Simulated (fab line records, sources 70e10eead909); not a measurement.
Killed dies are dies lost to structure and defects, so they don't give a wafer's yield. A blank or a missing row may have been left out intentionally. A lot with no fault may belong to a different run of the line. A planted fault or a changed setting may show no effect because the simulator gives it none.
A lot that was struck, set against a sound lot    flow nand-harc    38 out of 1159 route steps
Sound: wafers L523.1, L523.4, L523.5. Wafers L543.2, L543.5, L543.6 were the ones struck. At the end, the cause is stated.
For every step that has rows: the tool of each side, followed by ch and its chambers, followed by its first start. Under that, the readings that differ: sound wafers    struck wafers    difference of the means    sigmas: that difference in standard deviations of wafers without a fault.
alike: a reading whose means differ by less than 2 such deviations, as well as words and numbers matching on both sides. not compared: withheld readings; readings where some wafer has no value; bounds like >300 that might hide an equal value; numbers whose values overlap and for which the record gives no deviation.
A row with sigmas, a row that says differs or no value, or rows on one side alone: a step with any of these is where the two part. Non-overlapping numbers with no deviation appear without sigmas and do not part them. Lack of a reading on every wafer of one side parts them only where that side has two or more wafers.

first, 2 steps without rows for these wafers: NHARC_A_SOURCE_PLATE_SRD_01; NHARC_A_SOURCE_PLATE_OXIDE_02 (material SiO2, target thk 10 nm, ox time 1362 s).
NHARC_A_SOURCE_PLATE_THK_MEAS_09: measures by ellipsometry.
  struck on film-metro-01, day 12 07:38; sound on film-metro-01, day 7 10:29
  alike: thk-nm
then, 3 steps without rows for these wafers: NHARC_A_SOURCE_PLATE_PVD_04 (deposits WSi2, target thk 50 nm); NHARC_A_SOURCE_PLATE_CVD_03 (deposits poly-Si, target thk 200 nm, time 4000 s); NHARC_A_SOURCE_PLATE_ANNEAL_05 (time 1800 s).
NHARC_A_SOURCE_PLATE_THK_MEAS_06: measures by ellipsometry.
  struck on film-metro-01, day 12 20:26; sound on film-metro-01, day 7 23:31
  alike: thk-nm
NHARC_A_SOURCE_PLATE_INSPECT_08:
  struck on defect-inspect-02, day 12 20:29; sound on defect-inspect-01, day 7 23:35
  alike: raw-defect-count
then, 1 step without rows for these wafers: NHARC_A_ONON_D1_DEP_00 (target thk 1000 nm).
NHARC_A_ONON_D1_THK_MEAS_02: measures by ellipsometry.
  struck on film-metro-01, day 12 21:05; sound on film-metro-02, day 8 00:10
  alike: thk-nm
NHARC_A_ONON_D1_DEP_03: target thk 1000 nm.
  sound on pecvd-onon-02 ch 0, day 8 00:14; struck on pecvd-onon-03 ch 0, day 12 21:12
  alike: n2-flow-sccm
NHARC_A_ONON_D1_THK_MEAS_05: measures by ellipsometry.
  struck on film-metro-02, day 12 21:39; sound on film-metro-01, day 8 00:44
  alike: thk-nm
then, 1 step without rows for these wafers: NHARC_A_ONON_D1_DEP_06 (target thk 1000 nm).
NHARC_A_ONON_D1_THK_MEAS_08: measures by ellipsometry.
  struck on film-metro-01, day 12 22:15; sound on film-metro-01, day 8 01:19
  alike: thk-nm
then, 1 step without rows for these wafers: NHARC_A_ONON_D1_DEP_09 (target thk 1000 nm).
NHARC_A_ONON_D1_THK_MEAS_11: measures by ellipsometry.
  struck on film-metro-01, day 12 22:50; sound on film-metro-02, day 8 01:54
reading      sound        struck          difference  sigmas
thk-nm (nm)  996 996 995  1010 1009 1009  +14         +2
then, 1 step without rows for these wafers: NHARC_A_ONON_D1_DEP_12 (target thk 1000 nm).
NHARC_A_ONON_D1_THK_MEAS_14: measures by ellipsometry.
  struck on film-metro-01, day 12 23:24; sound on film-metro-01, day 8 02:28
reading      sound        struck       difference  sigmas
thk-nm (nm)  996 998 997  977 977 977  -20         -2
then, 2 steps without rows for these wafers: NHARC_A_ONON_D1_ANNEAL_15 (time 3600 s); NHARC_A_ONON_D1_DEP_16 (target thk 1000 nm).
NHARC_A_ONON_D1_THK_MEAS_18: measures by ellipsometry.
  struck on film-metro-01, day 13 06:34; sound on film-metro-01, day 8 10:08
reading      sound        struck         difference  sigmas
thk-nm (nm)  980 983 982  1000 998 1000  +18         +2
then, 1 step without rows for these wafers: NHARC_A_ONON_D1_DEP_19 (target thk 1000 nm).
NHARC_A_ONON_D1_THK_MEAS_21: measures by ellipsometry.
  struck on film-metro-01, day 13 07:08; sound on film-metro-02, day 8 10:43
  alike: thk-nm
then, 1 step without rows for these wafers: NHARC_A_ONON_D1_DEP_22 (target thk 1000 nm).
NHARC_A_ONON_D1_THK_MEAS_24: measures by ellipsometry.
  struck on film-metro-02, day 13 07:43; sound on film-metro-01, day 8 11:17
  alike: thk-nm
then, 1 step without rows for these wafers: NHARC_A_ONON_D1_DEP_25 (target thk 1000 nm).
NHARC_A_ONON_D1_THK_MEAS_27: measures by ellipsometry.
  struck on film-metro-01, day 13 08:23; sound on film-metro-01, day 8 11:51
reading      sound        struck          difference  sigmas
thk-nm (nm)  978 981 980  1006 1003 1006  +25         +2
then, 1 step without rows for these wafers: NHARC_A_ONON_D1_DEP_28 (target thk 1000 nm).
NHARC_A_ONON_D1_THK_MEAS_30: measures by ellipsometry.
  struck on film-metro-02, day 13 08:58; sound on film-metro-02, day 8 12:26
  alike: thk-nm
NHARC_A_ONON_D1_DEP_33: deposits SiO2, target thk 200 nm.
  sound on pecvd-04 ch 0,1,2, day 8 12:41; struck on pecvd-01 ch 0,1,2, day 13 09:11
  alike: chamber-pressure-Torr, flow-sccm, heater-power-w, throttle-valve-pct
NHARC_A_ONON_D1_THK_MEAS_34: measures by ellipsometry.
  struck on film-metro-02, day 13 09:37; sound on film-metro-01, day 8 13:06
  alike: thk-nm
NHARC_A_CHANNEL_HOLE_D1_DEP_00: deposits aC, target thk 3100 nm.
  sound on acl-dep-01 ch 0, day 8 15:04; struck on acl-dep-03 ch 0, day 13 13:49
  alike: throttle-valve-pct
NHARC_A_CHANNEL_HOLE_D1_DEP_01: deposits SiON, target thk 140 nm.
  sound on pecvd-01 ch 0,1,2, day 8 17:00; struck on pecvd-04 ch 0,1, day 13 15:29
reading             sound        struck       difference  sigmas
heater-power-w (W)  641 877 729  546 546 593  -187        -2
  alike: chamber-pressure-Torr
then, 4 steps without rows for these wafers: NHARC_A_CHANNEL_HOLE_D1_DEHYDRATE_02 (time 120 s); NHARC_A_CHANNEL_HOLE_D1_HMDS_03 (time 30 s); NHARC_A_CHANNEL_HOLE_D1_COAT_36 (time 75 s); NHARC_A_CHANNEL_HOLE_D1_COAT_37 (time 65 s).
-- jump in the record: it breaks off in module A_CHANNEL_HOLE_D1 and resumes in module END (first step shown: number 1159 of the route), and 12 days separate the struck wafers' starts before and after --
NHARC_END_SORT_01:
  at this point the record logs the struck wafers (prober-02 ch 0, day 25 08:18) and has no rows for the sound ones

== WHERE THEY PART ==
Last at NHARC_END_SORT_01 as far as this record goes, first at NHARC_A_ONON_D1_THK_MEAS_11.

WHY: whatever the simulator had introduced
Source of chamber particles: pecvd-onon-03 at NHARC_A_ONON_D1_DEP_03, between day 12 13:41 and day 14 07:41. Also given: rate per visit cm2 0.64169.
